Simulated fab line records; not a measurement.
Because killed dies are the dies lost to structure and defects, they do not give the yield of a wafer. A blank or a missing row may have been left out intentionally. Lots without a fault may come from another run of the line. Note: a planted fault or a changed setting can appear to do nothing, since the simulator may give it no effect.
fab line records + flow n5-finfet
record:
- lots: 14
- wafers: 41
- last-day: 17
route steps=1938 shown BEOL_M1@828 BEOL_M2@841 BEOL_M4@1111
lots that met no fault: taken from a fault-free run of the same line
start-h: the number of hours between the record's first day and the start of the first shown wafer of the lot + wait-h: how many hours have passed since the lot's step before this one + " repeats the value in the row above + L1.1+2: one row covering several wafers at once + - either no value or no given start + * or withheld: withheld + < > ~ a bound
route shown NAME@n: names a module that has steps shown in the file, with the first one's number in the route + usual: average and standard deviation across the fault-free wafers + same: alike in all rows + chamber/n: place in a boat + sites: readings site by site + _std_site: their standard deviation + _edge_site: the outer-site mean with the inner-site mean subtracted + radius-mm: how far each site lies from the wafer's centre + mask NAME#n: copy n + behind: tool/chamber where the wafer was last shaped + hold: why the lot was held/for how many hours/how that ended + device: whichever transistor did not switch (one of n, p or np) + end of line: tests of these same wafers at the route's end + a step without rows: its recipe alone + killed: not the wafer's yield, but the dies lost to structure and defects at the first sort + map: a wafer's dies, marking killed ones x, the rest . and places with no die _
set.NAME: the setting that was run; set.NAME@STEP: the one run at that earlier step + model.NAME: the simulator's own value behind a step, which no gauge read
a sample of lots followed through the steps of the route, with each step as a table and each wafer as a row
services: from which hour (start-h, from the record's first day; less than 0 if before it) a tool's chamber was out of use, for how many hours, and why
== steps ==
step: N5_BEOL_M1_SPUTTER_94
recipe:
- material: Cu
- target-thk-a: 45
- temp-c: -20
- chamber-pressure-pa: 0.07
- power-w: withheld
- time-s: 8.29
usual:
- susceptor-temp-C: -20.00/0.1
- throttle-valve-pct: 29.9/1.3
| lot.wafer | tool           | chamber | start-h | wait-h | susceptor-temp-C | throttle-valve-pct |
|-----------|----------------|---------|---------|--------|------------------|--------------------|
| L371.3    | pvd-sputter-03 | -       | 128.34  | 0.1    | -19.86           | 29.2               |
| L371.4    | "              | -       | "       | "      | -20.13           | 31.2               |
| L371.5    | "              | -       | "       | "      | -20.11           | 31.0               |
| L372.2    | pvd-sputter-03 | -       | 144.84  | 0.1    | -19.92           | 31.4               |
| L372.3    | "              | -       | "       | "      | -20.02           | 30.5               |
| L372.5    | "              | -       | "       | "      | -20.02           | 29.3               |
| L373.2    | pvd-sputter-01 | -       | 149.68  | 0.1    | -20.08           | 27.6               |
| L373.4    | "              | -       | "       | "      | -20.07           | 30.8               |
| L373.6    | "              | -       | "       | "      | -20.05           | 29.6               |
| L374.2    | pvd-sputter-03 | -       | 150.77  | 0.1    | -20.10           | 31.0               |
| L374.4    | "              | -       | "       | "      | -20.03           | 30.6               |
| L374.5    | "              | -       | "       | "      | -20.04           | 28.9               |
| L375.3    | pvd-sputter-02 | -       | 157.05  | 0.1    | -19.83           | 30.8               |
| L375.4    | "              | -       | "       | "      | -20.02           | 29.5               |
| L375.5    | "              | -       | "       | "      | -19.98           | 29.5               |
| L376.1    | pvd-sputter-03 | -       | 159.73  | 0.1    | -19.89           | 31.2               |
| L376.2    | "              | -       | "       | "      | -20.06           | 31.1               |
| L376.6    | "              | -       | "       | "      | -19.98           | 31.0               |
| L381.2    | pvd-sputter-03 | -       | 190.49  | 0.1    | -20.10           | 30.5               |
| L381.3    | "              | -       | "       | "      | -20.05           | 30.9               |
| L381.6    | "              | -       | "       | "      | -19.85           | 31.4               |
| L383.4    | pvd-sputter-03 | -       | 207.21  | 0.1    | -20.06           | 30.7               |
| L383.6    | "              | -       | "       | "      | -20.05           | 31.2               |
| L384.3    | pvd-sputter-02 | -       | 209.04  | 0.1    | -19.91           | 31.2               |
| L384.4    | "              | -       | "       | "      | -19.87           | 29.4               |
| L384.6    | "              | -       | "       | "      | -19.81           | 29.4               |
| L387.2    | pvd-sputter-03 | -       | 226.92  | 0.1    | -19.81           | 29.4               |
| L387.3    | "              | -       | "       | "      | -20.02           | 30.7               |
| L387.5    | "              | -       | "       | "      | -19.59           | 31.2               |
| L389.3    | pvd-sputter-01 | -       | 241.92  | 0.1    | -20.20           | 29.6               |
| L389.5    | "              | -       | "       | "      | -20.04           | 28.0               |
| L389.6    | "              | -       | "       | "      | -20.05           | 26.6               |
| L391.1    | pvd-sputter-03 | -       | 244.73  | 0.1    | -19.89           | 29.5               |
| L391.5    | "              | -       | "       | "      | -19.92           | 30.5               |
| L391.6    | "              | -       | "       | "      | -19.89           | 30.9               |
| L390.2    | pvd-sputter-01 | -       | 246.56  | 0.1    | -19.98           | 30.6               |
| L390.4    | "              | -       | "       | "      | -19.89           | 29.8               |
| L390.6    | "              | -       | "       | "      | -20.03           | 29.6               |
| L394.2    | pvd-sputter-03 | -       | 274.83  | 0.1    | -20.04           | 30.5               |
| L394.3    | "              | -       | "       | "      | -19.90           | 31.0               |
| L394.5    | "              | -       | "       | "      | -20.12           | 30.8               |
step: N5_BEOL_M1_CMP_52
recipe:
- stop-on: SiOC
- t-overpolish-s: 6.8
- down-force-psi: 1
- platen-rpm: 50
- clearing-platen-down-force-psi: 1.5
- clearing-platen-rpm: 50
- post-cmp-clean: cu-alkaline
- target-thk-nm: 40
- clearing-platen-pad-velocity-m-s: 0.99484
- pad-velocity-m-s: 0.99484
usual:
- barrier-field-endpoint-s: 24.6/0.56
- clearing-platen-rpm: 49.996/0.025
- motor-current-A: 6.3/0.6
- overpolish-run-s: 6.801/0.0091
- time-to-endpoint-s: 63.4/2.4
| lot.wafer | tool   | chamber | start-h | wait-h | barrier-field-endpoint-s | clearing-platen-rpm | motor-current-A | overpolish-run-s | time-to-endpoint-s |
|-----------|--------|---------|---------|--------|--------------------------|---------------------|-----------------|------------------|--------------------|
| L371.4    | cmp-02 | 2       | 129.06  | 0.1    | 25.4                     | 49.997              | 5.4             | 6.804            | 61.9               |
| L371.3    | "      | 3       | "       | "      | 24.4                     | 50.051              | 6.1             | 6.783            | 60.0               |
| L371.5    | "      | 2       | "       | "      | 24.0                     | 50.003              | 5.7             | 6.793            | 58.4               |
| L372.3    | cmp-03 | 3       | 145.56  | 0.2    | 24.2                     | 49.982              | 6.1             | 6.786            | 62.9               |
| L372.2    | "      | 1       | "       | "      | 24.8                     | 50.016              | 6.2             | 6.792            | 63.5               |
| L372.5    | "      | 3       | "       | "      | 24.0                     | 49.995              | 6.4             | 6.799            | 60.8               |
| L373.2    | cmp-02 | 2       | 150.47  | 0.3    | 24.1                     | 50.015              | 5.3             | 6.780            | 62.7               |
| L373.4    | "      | 3       | "       | "      | 24.2                     | 50.015              | 6.3             | 6.796            | 60.2               |
| L373.6    | "      | 2       | "       | "      | 23.9                     | 50.036              | 5.4             | 6.795            | 61.5               |
| L374.2    | cmp-02 | 3       | 151.69  | 0.4    | 23.7                     | 49.969              | 6.5             | 6.817            | 61.4               |
| L374.4    | "      | 0       | "       | "      | 24.1                     | 49.997              | 6.6             | 6.810            | 61.9               |
| L374.5    | "      | 1       | "       | "      | 24.5                     | 50.012              | 6.3             | 6.807            | 65.8               |
| L375.4    | cmp-01 | 2       | 157.76  | 0.1    | 24.5                     | 50.035              | 6.4             | 6.801            | 63.0               |
| L375.3    | "      | 0       | "       | "      | 24.3                     | 50.005              | 6.2             | 6.808            | 65.3               |
| L375.5    | "      | 3       | "       | "      | 24.4                     | 49.985              | 5.6             | 6.800            | 60.8               |
| L376.2    | cmp-02 | 3       | 160.78  | 0.5    | 24.4                     | 49.970              | 6.3             | 6.804            | 62.8               |
| L376.1    | "      | 1       | "       | "      | 24.5                     | 50.017              | 6.3             | 6.796            | 64.1               |
| L376.6    | "      | 2       | "       | "      | 25.9                     | 49.996              | 5.7             | 6.801            | 69.0               |
| L381.3    | cmp-02 | 1       | 191.20  | 0.2    | 25.2                     | 50.005              | 6.3             | 6.805            | 66.1               |
| L381.2    | "      | 2       | "       | "      | 24.6                     | 49.951              | 5.4             | 6.802            | 64.0               |
| L381.6    | "      | 2       | "       | "      | 25.1                     | 50.007              | 5.4             | 6.792            | 64.6               |
| L383.4    | cmp-03 | 2       | 208.19  | 0.2    | 24.4                     | 50.016              | 6.4             | 6.793            | 65.1               |
| L383.6    | "      | 0       | "       | "      | 24.8                     | 50.013              | 6.0             | 6.796            | 67.4               |
| L384.3    | cmp-03 | 2       | 209.77  | 0.2    | 25.2                     | 49.977              | 5.9             | 6.776            | 62.3               |
| L384.4    | "      | 3       | "       | "      | 25.4                     | 50.014              | 6.7             | 6.810            | 66.7               |
| L384.6    | "      | 3       | "       | "      | 25.2                     | 49.989              | 6.4             | 6.813            | 63.1               |
| L387.2    | cmp-03 | 0       | 227.99  | 0.2    | 24.2                     | 50.015              | 6.0             | 6.811            | 64.5               |
| L387.3    | "      | 1       | "       | "      | 24.6                     | 49.983              | 5.8             | 6.802            | 64.0               |
| L387.5    | "      | 1       | "       | "      | 24.9                     | 50.045              | 6.0             | 6.815            | 64.2               |
| L389.3    | cmp-01 | 1       | 242.99  | 0.3    | 24.4                     | 50.005              | 8.1             | 6.804            | 64.1               |
| L389.6    | "      | 2       | "       | "      | 24.1                     | 50.009              | 6.3             | 6.804            | 61.6               |
| L389.5    | "      | 3       | "       | "      | 24.5                     | 49.951              | 5.8             | 6.802            | 62.9               |
| L391.1    | cmp-01 | 3       | 245.49  | 0.3    | 24.3                     | 49.995              | 5.3             | 6.790            | 62.2               |
| L391.5    | "      | 2       | "       | "      | 25.0                     | 49.992              | 6.6             | 6.812            | 64.6               |
| L391.6    | "      | 3       | "       | "      | 24.5                     | 49.996              | 6.0             | 6.799            | 62.8               |
| L390.2    | cmp-02 | 1       | 247.46  | 0.2    | 25.4                     | 49.987              | 6.2             | 6.787            | 63.8               |
| L390.4    | "      | 3       | "       | "      | 24.5                     | 49.987              | 6.3             | 6.814            | 61.9               |
| L390.6    | "      | 0       | "       | "      | 25.3                     | 50.055              | 6.8             | 6.782            | 65.0               |
| L394.2    | cmp-01 | 3       | 275.85  | 0.4    | 23.7                     | 50.002              | 5.5             | 6.799            | 59.6               |
| L394.3    | "      | 0       | "       | "      | 24.5                     | 49.995              | 6.7             | 6.791            | 62.8               |
| L394.5    | "      | 2       | "       | "      | 24.3                     | 49.978              | 6.7             | 6.793            | 59.9               |
step: N5_BEOL_M1_THK_MEAS_53
recipe:
- thk-meas-gauge: xrf
- reads: Cu_of_BEOL_M1_ECD_50
usual:
- M1_THK: 39.9/1.5
| lot.wafer | tool          | chamber | start-h | wait-h | M1_THK[nm] |
|-----------|---------------|---------|---------|--------|------------|
| L371.3    | film-metro-01 | -       | 129.35  | -      | 39.6       |
| L371.4    | "             | -       | "       | "      | 41.8       |
| L371.5    | "             | -       | "       | "      | 42.2       |
| L372.2    | film-metro-02 | -       | 145.85  | -      | 41.1       |
| L372.3    | "             | -       | "       | "      | 38.9       |
| L372.5    | "             | -       | "       | "      | 40.2       |
| L373.2    | film-metro-01 | -       | 150.77  | -      | 39.4       |
| L373.4    | "             | -       | "       | "      | 40.2       |
| L373.6    | "             | -       | "       | "      | 40.2       |
| L374.2    | film-metro-02 | -       | 151.91  | -      | 41.0       |
| L374.4    | "             | -       | "       | "      | 41.8       |
| L374.5    | "             | -       | "       | "      | 41.4       |
| L375.3    | film-metro-01 | -       | 158.06  | -      | 39.5       |
| L375.4    | "             | -       | "       | "      | 41.7       |
| L375.5    | "             | -       | "       | "      | 41.7       |
| L376.1    | film-metro-01 | -       | 161.04  | -      | 41.4       |
| L376.2    | "             | -       | "       | "      | 39.3       |
| L376.6    | "             | -       | "       | "      | 40.4       |
| L381.2    | film-metro-01 | -       | 191.50  | -      | 40.6       |
| L381.3    | "             | -       | "       | "      | 39.9       |
| L381.6    | "             | -       | "       | "      | 41.8       |
| L383.4    | film-metro-01 | -       | 208.41  | -      | 41.1       |
| L383.6    | "             | -       | "       | "      | 39.3       |
| L384.3    | film-metro-01 | -       | 210.06  | -      | 38.0       |
| L384.4    | "             | -       | "       | "      | 40.9       |
| L384.6    | "             | -       | "       | "      | 40.5       |
| L387.2    | film-metro-02 | -       | 228.29  | -      | 39.7       |
| L387.3    | "             | -       | "       | "      | 39.5       |
| L387.5    | "             | -       | "       | "      | 39.5       |
| L389.3    | film-metro-01 | -       | 243.17  | -      | 38.6       |
| L389.5    | "             | -       | "       | "      | 38.0       |
| L389.6    | "             | -       | "       | "      | 40.2       |
| L391.1    | film-metro-02 | -       | 245.75  | -      | 36.8       |
| L391.5    | "             | -       | "       | "      | 38.1       |
| L391.6    | "             | -       | "       | "      | 39.5       |
| L390.2    | film-metro-02 | -       | 247.71  | -      | 39.8       |
| L390.4    | "             | -       | "       | "      | 40.1       |
| L390.6    | "             | -       | "       | "      | 40.7       |
| L394.2    | film-metro-01 | -       | 276.11  | -      | 39.8       |
| L394.3    | "             | -       | "       | "      | 40.0       |
| L394.5    | "             | -       | "       | "      | 40.9       |
step: N5_BEOL_M2_ILD_DEP_00
recipe:
- material: SiOC
- target-thk-a: 790
- temp-c: 350
- precursor: DEMS/O2
- pressure-torr: 5
- rf-w: 500
- time-s: 15.3
usual:
- heater-power-w: 535/73
- showerhead-plenum-p-Torr: 5.697/0.017
- susceptor-temp-C: 349.97/0.21
- throttle-valve-pct: 12.2/0.77
| lot.wafer | tool     | chamber | start-h | wait-h | heater-power-w | showerhead-plenum-p-Torr | susceptor-temp-C | throttle-valve-pct |
|-----------|----------|---------|---------|--------|----------------|--------------------------|------------------|--------------------|
| L371.3    | pecvd-01 | 1       | 129.67  | 0.0    | 402            | 5.687                    | 350.08           | 11.6               |
| L371.4    | "        | 1       | "       | "      | 406            | 5.676                    | 350.15           | 11.5               |
| L371.5    | "        | 2       | "       | "      | 567            | 5.665                    | 350.11           | 11.1               |
| L372.2    | pecvd-04 | 0       | 146.17  | 0.0    | 581            | 5.711                    | 349.87           | 12.0               |
| L372.3    | "        | 1       | "       | "      | 686            | 5.708                    | 349.88           | 12.0               |
| L372.5    | "        | 2       | "       | "      | 550            | 5.700                    | 350.39           | 13.9               |
| L373.2    | pecvd-04 | 2       | 151.09  | 0.0    | 595            | 5.685                    | 350.19           | 13.9               |
| L373.4    | "        | 2       | "       | "      | 612            | 5.667                    | 349.84           | 13.8               |
| L373.6    | "        | 1       | "       | "      | 658            | 5.715                    | 349.59           | 12.5               |
| L374.2    | pecvd-02 | 0       | 152.23  | 0.0    | 460            | 5.716                    | 349.93           | 13.3               |
| L374.4    | "        | 2       | "       | "      | 504            | 5.703                    | 350.13           | 11.6               |
| L374.5    | "        | 0       | "       | "      | 456            | 5.699                    | 349.87           | 13.3               |
| L375.3    | pecvd-04 | 1       | 158.43  | 0.0    | 614            | 5.704                    | 349.81           | 11.9               |
| L375.4    | "        | 0       | "       | "      | 535            | 5.720                    | 349.94           | 12.2               |
| L375.5    | "        | 1       | "       | "      | 625            | 5.712                    | 349.72           | 11.9               |
| L376.1    | pecvd-04 | 1       | 161.37  | 0.0    | 638            | 5.716                    | 350.01           | 11.9               |
| L376.2    | "        | 2       | "       | "      | 541            | 5.697                    | 349.87           | 13.6               |
| L376.6    | "        | 2       | "       | "      | 544            | 5.679                    | 349.82           | 13.7               |
| L381.2    | pecvd-04 | 1       | 191.92  | 0.0    | 598            | 5.699                    | -                | 12.0               |
| L381.3    | "        | 0       | "       | "      | 578            | 5.717                    | 350.35           | 12.4               |
| L381.6    | "        | 1       | "       | "      | 599            | 5.694                    | -                | 12.1               |
| L383.4    | pecvd-04 | 0       | 208.75  | 0.1    | 576            | 5.717                    | 349.81           | 12.3               |
| L383.6    | "        | 0       | "       | "      | 576            | 5.703                    | -                | 12.5               |
| L384.3    | pecvd-04 | 0       | 210.40  | 0.1    | 553            | 5.711                    | 349.81           | 12.2               |
| L384.4    | "        | 1       | "       | "      | 589            | 5.695                    | 349.83           | 12.0               |
| L384.6    | "        | 0       | "       | "      | 549            | 5.706                    | -                | 12.5               |
| L387.2    | pecvd-02 | 0       | 228.61  | 0.0    | 476            | 5.689                    | 350.16           | 13.4               |
| L387.3    | "        | 2       | "       | "      | 504            | 5.701                    | 350.07           | 11.0               |
| L387.5    | "        | 1       | "       | "      | 376            | 5.688                    | 349.62           | 12.7               |
| L389.3    | pecvd-01 | 2       | 243.50  | 0.0    | 536            | 5.652                    | 349.68           | 11.3               |
| L389.5    | "        | 1       | "       | "      | 455            | 5.682                    | 350.13           | 11.3               |
| L389.6    | "        | 0       | "       | "      | 520            | 5.704                    | 349.92           | 12.1               |
| L391.1    | pecvd-01 | 1       | 246.07  | 0.0    | 444            | 5.686                    | 349.97           | 11.4               |
| L391.5    | "        | 2       | "       | "      | 543            | 5.657                    | 349.95           | 11.0               |
| L391.6    | "        | 1       | "       | "      | 453            | 5.695                    | 350.08           | 11.5               |
| L390.2    | pecvd-02 | 1       | 248.04  | 0.0    | 425            | 5.694                    | 349.58           | 12.4               |
| L390.4    | "        | 1       | "       | "      | 444            | 5.674                    | 349.84           | 12.1               |
| L390.6    | "        | 2       | "       | "      | 543            | 5.702                    | 349.74           | 11.4               |
| L394.2    | pecvd-01 | 2       | 276.46  | 0.0    | 559            | 5.652                    | 350.04           | 10.9               |
| L394.3    | "        | 1       | "       | "      | 456            | 5.681                    | 350.24           | 11.7               |
| L394.5    | "        | 1       | "       | "      | 453            | 5.686                    | 350.08           | 11.6               |
step: N5_BEOL_M2_THK_MEAS_01
recipe:
- reads: SiOC_of_BEOL_M2_ILD_DEP_00
usual:
- M2_ILD_THK: 78.7/0.95
| lot.wafer | tool          | chamber | start-h | wait-h | M2_ILD_THK[nm] |
|-----------|---------------|---------|---------|--------|----------------|
| L371.3    | film-metro-01 | -       | 129.74  | 0.1    | 78.4           |
| L371.4    | "             | -       | "       | "      | 79.4           |
| L371.5    | "             | -       | "       | "      | 79.8           |
| L372.2    | film-metro-02 | -       | 146.24  | 0.1    | 79.1           |
| L372.3    | "             | -       | "       | "      | 78.4           |
| L372.5    | "             | -       | "       | "      | 80.0           |
| L373.2    | film-metro-02 | -       | 151.16  | 0.1    | 77.0           |
| L373.4    | "             | -       | "       | "      | 78.8           |
| L373.6    | "             | -       | "       | "      | 79.0           |
| L374.2    | film-metro-02 | -       | 152.30  | 0.1    | 79.6           |
| L374.4    | "             | -       | "       | "      | 80.2           |
| L374.5    | "             | -       | "       | "      | 79.7           |
| L375.3    | film-metro-01 | -       | 158.49  | 0.1    | 78.7           |
| L375.4    | "             | -       | "       | "      | 80.2           |
| L375.5    | "             | -       | "       | "      | 79.2           |
| L376.1    | film-metro-02 | -       | 161.43  | 0.0    | 78.7           |
| L376.2    | "             | -       | "       | "      | 78.1           |
| L376.6    | "             | -       | "       | "      | 79.4           |
| L381.2    | film-metro-02 | -       | 191.99  | 0.1    | 51.6           |
| L381.3    | "             | -       | "       | "      | 78.6           |
| L381.6    | "             | -       | "       | "      | 52.2           |
| L383.4    | film-metro-01 | -       | 208.82  | 0.1    | 79.4           |
| L383.6    | "             | -       | "       | "      | 52.8           |
| L384.3    | film-metro-01 | -       | 210.47  | 0.1    | 79.3           |
| L384.4    | "             | -       | "       | "      | 78.9           |
| L384.6    | "             | -       | "       | "      | 51.7           |
| L387.2    | film-metro-02 | -       | 228.68  | 0.1    | 78.5           |
| L387.3    | "             | -       | "       | "      | 77.8           |
| L387.5    | "             | -       | "       | "      | 79.4           |
| L389.3    | film-metro-01 | -       | 243.56  | 0.1    | 77.6           |
| L389.5    | "             | -       | "       | "      | 79.3           |
| L389.6    | "             | -       | "       | "      | 79.3           |
| L391.1    | film-metro-02 | -       | 246.14  | 0.0    | 78.8           |
| L391.5    | "             | -       | "       | "      | 80.0           |
| L391.6    | "             | -       | "       | "      | 79.5           |
| L390.2    | film-metro-02 | -       | 248.11  | 0.1    | 79.8           |
| L390.4    | "             | -       | "       | "      | 81.6           |
| L390.6    | "             | -       | "       | "      | 80.8           |
| L394.2    | film-metro-02 | -       | 276.54  | 0.1    | 76.0           |
| L394.3    | "             | -       | "       | "      | 78.5           |
| L394.5    | "             | -       | "       | "      | 79.4           |
step: N5_BEOL_M4_RC_MEAS_101
usual:
- DIBL_N: 36.3/1.2
- DIBL_P: 36.1/1.6
- IOFF_N: 0.161/0.023
- IOFF_P: 0.209/0.027
- ION_N: 676/8.9
- ION_P: 462/5.3
- SS_N: 71.5/0.51
- SS_P: 73.2/0.5
- VT_N: 249.1/2.5
- VT_P: -249.9/2.8
| lot.wafer | tool      | chamber | start-h | wait-h | DIBL_N[mV/V] | DIBL_P[mV/V] | IOFF_N[nA/um] | IOFF_P[nA/um] | ION_N[uA/um] | ION_P[uA/um] | SS_N[mV/dec] | SS_P[mV/dec] | VT_N[mV] | VT_P[mV] |
|-----------|-----------|---------|---------|--------|--------------|--------------|---------------|---------------|--------------|--------------|--------------|--------------|----------|----------|
| L371.3    | prober-02 | 0       | 156.33  | 0.3    | 36.5         | 36.8         | 0.164         | 0.203         | 671          | 460          | 71.8         | 72.7         | 246.1    | -251.8   |
| L371.4    | "         | 0       | "       | "      | 35.7         | 35.0         | 0.142         | 0.183         | 672          | 457          | 70.8         | 73.3         | 247.2    | -253.2   |
| L371.5    | "         | 0       | "       | "      | 34.8         | 33.1         | 0.129         | 0.157         | 667          | 451          | 71.7         | 73.5         | 250.9    | -255.5   |
| L372.2    | prober-01 | 0       | 176.29  | 0.2    | 36.1         | 35.6         | 0.155         | 0.203         | 683          | 462          | 71.5         | 72.9         | 248.2    | -249.9   |
| L372.3    | "         | 0       | "       | "      | 35.8         | 36.2         | 0.145         | 0.211         | 671          | 461          | 70.9         | 72.7         | 248.5    | -250.4   |
| L372.5    | "         | 0       | "       | "      | 37.7         | 38.1         | 0.185         | 0.249         | 689          | 471          | 71.6         | 73.9         | 246.0    | -247.5   |
| L373.2    | prober-01 | 0       | 180.05  | 0.2    | 36.8         | 35.5         | 0.161         | 0.221         | 675          | 463          | 71.3         | 73.0         | 250.1    | -248.8   |
| L373.4    | "         | 0       | "       | "      | 37.7         | 35.8         | 0.174         | 0.220         | 674          | 466          | 71.2         | 73.1         | 250.3    | -249.0   |
| L373.6    | "         | 0       | "       | "      | 36.8         | 34.7         | 0.162         | 0.213         | 664          | 460          | 71.5         | 73.5         | 248.5    | -247.3   |
| L374.2    | prober-02 | 0       | 182.19  | 0.2    | 35.7         | 34.7         | 0.146         | 0.190         | 672          | 463          | 71.5         | 72.8         | 252.3    | -249.1   |
| L374.4    | "         | 0       | "       | "      | 34.9         | 33.4         | 0.125         | 0.172         | 666          | 457          | 70.9         | 72.9         | 252.6    | -253.1   |
| L374.5    | "         | 0       | "       | "      | 34.4         | 33.8         | 0.125         | 0.180         | 667          | 464          | 71.1         | 72.9         | 252.0    | -251.7   |
| L375.3    | prober-02 | 0       | 185.41  | 0.3    | 35.5         | 34.7         | 0.126         | 0.169         | 658          | 450          | 70.6         | 72.4         | 250.9    | -255.3   |
| L375.4    | "         | 0       | "       | "      | 34.8         | 33.8         | 0.121         | 0.164         | 664          | 457          | 69.9         | 72.7         | 252.8    | -255.6   |
| L375.5    | "         | 0       | "       | "      | 36.0         | 35.1         | 0.137         | 0.182         | 672          | 459          | 70.4         | 72.3         | 252.8    | -254.5   |
| L376.1    | prober-02 | 0       | 196.58  | 0.0    | 37.6         | 36.7         | 0.184         | 0.262         | 682          | 471          | 71.5         | 73.2         | 245.7    | -246.9   |
| L376.2    | "         | 0       | "       | "      | 36.4         | 36.1         | 0.168         | 0.241         | 686          | 468          | 71.5         | 73.4         | 247.2    | -244.0   |
| L376.6    | "         | 0       | "       | "      | 37.9         | 37.3         | 0.192         | 0.272         | 678          | 465          | 71.8         | 73.4         | 248.0    | -243.8   |
| L381.3    | prober-01 | 0       | 226.62  | 0.3    | 36.6         | 37.1         | 0.165         | 0.209         | 687          | 465          | 71.4         | 73.7         | 249.3    | -247.0   |
| L384.3    | prober-02 | 0       | 241.71  | 0.3    | 38.5         | 37.1         | 0.182         | 0.229         | 678          | 466          | 72.4         | 73.8         | 249.7    | -249.3   |
| L384.4    | "         | 0       | "       | "      | 38.4         | 37.0         | 0.186         | 0.229         | 671          | 459          | 72.5         | 73.3         | 249.1    | -247.8   |
| L383.4    | prober-02 | 0       | 246.78  | 0.5    | 36.9         | 36.3         | 0.165         | 0.255         | 678          | 471          | 71.0         | 72.7         | 247.4    | -244.3   |
| L387.2    | prober-01 | 0       | 256.72  | 0.2    | 36.9         | 35.3         | 0.150         | 0.187         | 673          | 460          | 70.5         | 72.4         | 250.0    | -250.0   |
| L387.3    | "         | 0       | "       | "      | 38.1         | 37.1         | 0.188         | 0.223         | 676          | 454          | 71.6         | 73.1         | 248.3    | -248.1   |
| L387.5    | "         | 0       | "       | "      | 38.1         | 36.7         | 0.179         | 0.210         | 674          | 464          | 71.6         | 73.3         | 246.3    | -252.6   |
| L389.3    | prober-02 | 0       | 275.00  | 0.3    | 38.6         | 37.3         | 0.201         | 0.248         | 679          | 465          | 72.6         | 73.9         | 247.0    | -248.7   |
| L389.5    | "         | 0       | "       | "      | 36.7         | 34.8         | 0.159         | 0.206         | 669          | 455          | 71.6         | 73.2         | 250.7    | -250.7   |
| L389.6    | "         | 0       | "       | "      | 37.9         | 36.1         | 0.188         | 0.235         | 688          | 474          | 71.8         | 73.5         | 248.7    | -246.2   |
| L391.1    | prober-02 | 0       | 278.72  | 0.0    | 36.8         | 37.2         | 0.177         | 0.220         | 679          | 460          | 72.2         | 73.3         | 249.4    | -250.5   |
| L391.5    | "         | 0       | "       | "      | 38.2         | 37.8         | 0.200         | 0.232         | 688          | 462          | 71.8         | 73.2         | 247.3    | -247.2   |
| L391.6    | "         | 0       | "       | "      | 37.9         | 37.5         | 0.186         | 0.225         | 680          | 467          | 72.0         | 72.1         | 247.4    | -249.5   |
| L390.2    | prober-01 | 0       | 278.76  | 0.2    | 36.1         | 35.0         | 0.166         | 0.211         | 678          | 459          | 71.1         | 72.2         | 248.8    | -248.8   |
| L390.4    | "         | 0       | "       | "      | 35.7         | 34.4         | 0.149         | 0.200         | 675          | 460          | 71.5         | 72.8         | 249.9    | -248.3   |
| L390.6    | "         | 0       | "       | "      | 36.0         | 35.0         | 0.155         | 0.201         | 680          | 468          | 71.2         | 72.9         | 250.0    | -248.5   |
| L394.2    | prober-01 | 0       | 310.37  | 0.2    | 37.1         | 36.4         | 0.166         | 0.217         | 679          | 465          | 71.8         | 73.3         | 250.1    | -246.2   |
| L394.3    | "         | 0       | "       | "      | 36.0         | 35.6         | 0.143         | 0.202         | 674          | 463          | 71.9         | 73.1         | 250.6    | -248.4   |
| L394.5    | "         | 0       | "       | "      | 35.0         | 34.3         | 0.132         | 0.178         | 662          | 457          | 71.6         | 73.4         | 251.1    | -248.6   |
== services ==
| tool     | chamber | start-h | hours | kind                           |
|----------|---------|---------|-------|--------------------------------|
| cmp-02   | -       | 132.53  | 4.0   | pm                             |
| cmp-02   | -       | 136.53  | -     | consumable-replace:conditioner |
| cmp-02   | -       | 136.53  | -     | consumable-replace:pad         |
| cmp-03   | -       | 142.93  | 1.2   | repair                         |
| cmp-01   | -       | 160.18  | 2.3   | repair                         |
| cmp-03   | -       | 164.27  | 0.9   | repair                         |
| pecvd-04 | 0       | 172.81  | 5.5   | scheduled-down                 |
| cmp-03   | -       | 175.11  | 3.4   | pm                             |
| pecvd-04 | 0       | 184.52  | 2.1   | scheduled-down                 |
| cmp-03   | -       | 195.42  | 1.8   | repair                         |
| pecvd-01 | -       | 195.64  | 14.6  | pm                             |
| pecvd-04 | 2       | 202.39  | -     | clean                          |
| pecvd-04 | 2       | 202.39  | -     | consumable-replace:showerhead  |
| pecvd-04 | 2       | 202.39  | 29.0  | scheduled-down                 |
| pecvd-04 | 2       | 202.39  | 29.0  | vent-cycle                     |
| pecvd-01 | 2       | 213.94  | 2.1   | scheduled-down                 |
| cmp-02   | -       | 227.66  | 5.5   | pm                             |
| cmp-01   | -       | 227.77  | 4.0   | pm                             |
| cmp-01   | -       | 231.77  | -     | consumable-replace:conditioner |
| cmp-03   | -       | 238.32  | 4.0   | pm                             |
| cmp-01   | -       | 250.96  | 2.1   | repair                         |
| pecvd-02 | -       | 256.77  | 4.3   | pm                             |
| pecvd-01 | 0       | 267.79  | 6.9   | repair                         |
| pecvd-02 | 0       | 272.77  | 6.2   | repair                         |
== key ==
first-sign:
- step: N5_BEOL_M2_THK_MEAS_01
- reading: M2_ILD_THK
- direction: down
- sigmas: 28
- usual: 78.7
- struck: 52.1
effect none on later readings
met-at N5_BEOL_M2_ILD_DEP_00
struck-lots L381,L383,L384
struck-wafers L381.2,L381.6,L383.6,L384.6
later-rows-left-out L381.2,L381.6,L383.6,L384.6
sort-left-out L381.2,L381.6,L383.6,L384.6
not-acting-at N5_BEOL_M1_SPUTTER_94,N5_BEOL_M1_CMP_52,N5_BEOL_M1_THK_MEAS_53
onset-between 161.37 191.92
fault:
- kind: process-parameter-drift
- tool: pecvd-04
- chamber: -
- onset-h: 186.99
- steps: N5_BEOL_M2_ILD_DEP_00
- channel: time-s
- offset: *
- shape: step
- end-h: 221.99
- scope: struck-wafers-only
- acts-in: *
- stated: *
sort-left-out: the simulated sort isn't trusted on such a fault, so these wafers' sort isn't shown, and their yield isn't known
later-rows-left-out: the simulator's readings of these wafers behind a module that went badly wrong aren't trusted and aren't shown, but for the sort
